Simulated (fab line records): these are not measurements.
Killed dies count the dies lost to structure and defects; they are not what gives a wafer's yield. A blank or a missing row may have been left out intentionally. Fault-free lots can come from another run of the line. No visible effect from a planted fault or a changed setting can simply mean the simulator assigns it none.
Comparing a struck lot with a sound one | flow n5-finfet | 37 steps out of a route of 1938
Sound: wafers L634.1, L634.2, L634.3. Struck: wafer L629.6. (L629.4 of the same lot was not struck and is left out.) The cause comes at the end.
Per side, at each step with rows, come the tool, then ch with its chambers, and then its first start. Under that, the readings that differ: sound wafers | struck wafers | difference of the means | sigmas: that difference in standard deviations of wafers without a fault.
alike: readings whose means differ by less than 2 such deviations, and words and numbers that are the same on both sides. not compared: withheld readings, readings that some wafer has no value for, bounds like >300 that may hide the same value, and numbers for which the record gives no deviation and whose values overlap.
A row with sigmas, a row that says differs or no value, or rows on one side alone: a step with any of these is where the two part. Numbers that don't overlap but have no deviation are shown without sigmas and don't part them. Lack of a reading on every wafer of one side parts them only where that side has two or more wafers.

first, 9 steps without rows for these wafers: N5_BEOL_M4_ANNEAL_95 (time 240 s); N5_BEOL_M4_SPUTTER_96 (material Cu, target thk 4.5 nm, time 8.29 s); N5_BEOL_M4_ECD_50 (material Cu, target thk 300 nm); N5_BEOL_M4_ANNEAL_51 (time 90 s); N5_BEOL_M4_CMP_52 (polishes, stops on SiOC, t overpolish 6.8 s, target thk 40 nm); N5_BEOL_M4_PRE_CLEAN_60 (time 15 s); N5_BEOL_M4_CO_CAP_55 (material Co, precursor CCTBA/H2, target thk 2 nm, time 102.1 s); N5_BEOL_M4_PRE_CLEAN_56 (time 15 s); N5_BEOL_M4_DEP_57 (deposits SiCN from 3MS/NH3, target thk 8 nm, time 14 s).
N5_BEOL_M4_RC_MEAS_101:
  sound on prober-01 ch 0, day 11 13:16; struck on prober-02 ch 0, day 10 15:02
  reading        | sound          | struck | difference | sigmas
  DIBL_N (mV/V)  | 31.9 35.7 36.2 | 41.2   | +6.6       | +3
  DIBL_P (mV/V)  | 30.1 34.7 35.9 | 41.4   | +7.8       | +3
  IOFF_N (nA/um) | 0.09 0.15 0.16 | 0.26   | +0.13      | +3
  IOFF_P (nA/um) | 0.16 0.23 0.24 | 0.35   | +0.14      | +3
  ION_N (uA/um)  | 634 674 673    | 704    | +44        | +3
  ION_P (uA/um)  | 451 467 468    | 484    | +22        | +2
  SS_N (mV/dec)  | 70.6 71.0 71.7 | 72.7   | +1.6       | +2
  SS_P (mV/dec)  | 73.1 73.3 73.4 | 74.9   | +1.6       | +2
  VT_N (mV)      | 260 250 249    | 241    | -12        | -3
  VT_P (mV)      | -252 -249 -247 | -240   | +9         | +2
then, 24 steps without rows for these wafers: N5_BEOL_M5_ILD_DEP_00 (deposits SiCOH lowk from DEMS/porogen, target thk 140.64 nm, time 25.9 s); N5_BEOL_M5_CURE_79 (cures SiCOH lowk, time 240 s); N5_BEOL_M5_PECVD_70 (deposits SiO2 from TEOS/O2, target thk 16 nm, time 18 s); N5_BEOL_M5_HM_DEP_02 (deposits TiN, target thk 20 nm); N5_BEOL_M5_COAT_59 (time 60 s, resist thk 60 nm); N5_BEOL_M5_COAT_60 (time 60 s, resist thk 12 nm); N5_BEOL_M5_COAT_71 (time 60 s, resist thk 5 nm); N5_BEOL_M5_COAT_05 (resist thk 30 nm); N5_BEOL_M5_EBR_07; N5_BEOL_M5_SOFTBAKE_06 (time 60 s); N5_BEOL_M5_EXPOSE_08 (exposes mask M5, target cd 28 nm); N5_BEOL_M5_PEB_09 (peb time 60 s); N5_BEOL_M5_DEVELOP_10 (develop time 30 s); N5_BEOL_M5_DESCUM_16 (chemistry O2, time 7 s); N5_BEOL_M5_ETCH_72 (etches underlayer in N2/H2, target depth 6.5 nm, time 5.2 s); N5_BEOL_M5_ETCH_61 (etches SiARC in CF4, target depth 15.6 nm, time 26 s); N5_BEOL_M5_ETCH_62 (etches SOC in N2/H2, target depth 75 nm, overetch 15 nm, time 112.5 s); N5_BEOL_M5_STRIP_63 (strips in N2/H2); N5_BEOL_M5_STRIP_73 (strips in N2/H2); N5_BEOL_M5_STRIP_64 (strips in CF4); N5_BEOL_M5_HM_OPEN_17 (chemistry Cl2/BCl3, target TiN, target depth 20 nm, overetch 6 nm); N5_BEOL_M5_STRIP_19 (strips in O2); N5_BEOL_M5_COAT_65 (time 60 s, resist thk 60 nm); N5_BEOL_M5_COAT_66 (time 60 s, resist thk 12 nm).
N5_BEOL_M7_SPUTTER_48: material Cu, target thk 10 nm, time 1.667 s.
  sound on pvd-sputter-01, day 12 17:14; struck on pvd-sputter-03, day 11 17:23
  alike: throttle-valve-pct
  not compared: susceptor-temp-C
-- here the record skips 3 days between the struck wafers' starts before and after, leaving off in module BEOL_M7 and picking up in module BEOL_M15 (first step shown: number 1830 of the route) --
N5_BEOL_M15_RC_MEAS_101:
  sound on prober-01 ch 0, day 15 02:59; struck on prober-02 ch 0, day 14 07:05
  reading           | sound                     | struck   | difference | sigmas
  COMB_M10 (S/m)    | 1.03e-11 1.03e-11 7.2e-12 | 1.57e-11 | +6.43e-12  | +2
  COMB_M12 (S/m)    | 6.3e-12 5.7e-12 6.6e-12   | 1.05e-11 | +4.30e-12  | +3
  COMB_M15 (S/m)    | 2.7e-12 2.1e-12 2e-12     | 3.4e-12  | +1.1e-12   | +2
  SERP_M12 (ohm/um) | 0.649 0.655 0.661         | 0.603    | -0.052     | -2
  SERP_M9 (ohm/um)  | 3.09 3.15 2.93            | 3.34     | +0.28      | +2
  alike: COMB_M11, COMB_M13, COMB_M14, COMB_M5, COMB_M5_max_site, COMB_M6, COMB_M7, COMB_M8, COMB_M9, SERP_M10, SERP_M10_max_site, SERP_M11, SERP_M11_max_site, SERP_M13, SERP_M14, SERP_M5, SERP_M6, SERP_M8
  not compared: SERP_M7, SERP_M7_max_site
N5_PASSIVATION_PROBE_49:
  sound on prober-02, day 15 16:56; struck on prober-01, day 14 20:25
  reading                  | sound          | struck | difference | sigmas
  defect-limited-yield (%) | 90.7 91.1 91.9 | 70.3   | -20.9      | -14
  killed_at_M4_up          | 18 17 10       | 273    | +258       | +43
  killed-dies              | 110 105 96     | 350    | +246       | +14
  killed-on-rim            | 16 13 9        | 53     | +40        | +12
  sort_bin_5_function (%)  | 5.6 5.4 4.4    | 17.6   | +12.5      | +13
  sort_bin_6_memory (%)    | 3.3 3.2 3.6    | 11.8   | +8.4       | +12
  sort_bin_8_speed (%)     | 3.9 0 0        | 0      | -1         | -3
  sort-n-pass              | 1024 1075 1084 | 830    | -231       | -12
  sort-yield-pct (%)       | 86.8 91.1 91.9 | 70.3   | -19.6      | -12
  alike: killed_at_M0_to_M3, killed-at-contacts, killed-at-front-end, killed-at-other, killed-open, killed-short

WHERE THEY PART
First at N5_BEOL_M4_RC_MEAS_101; last, within this record, at N5_PASSIVATION_PROBE_49.

WHY: whatever the simulator had introduced
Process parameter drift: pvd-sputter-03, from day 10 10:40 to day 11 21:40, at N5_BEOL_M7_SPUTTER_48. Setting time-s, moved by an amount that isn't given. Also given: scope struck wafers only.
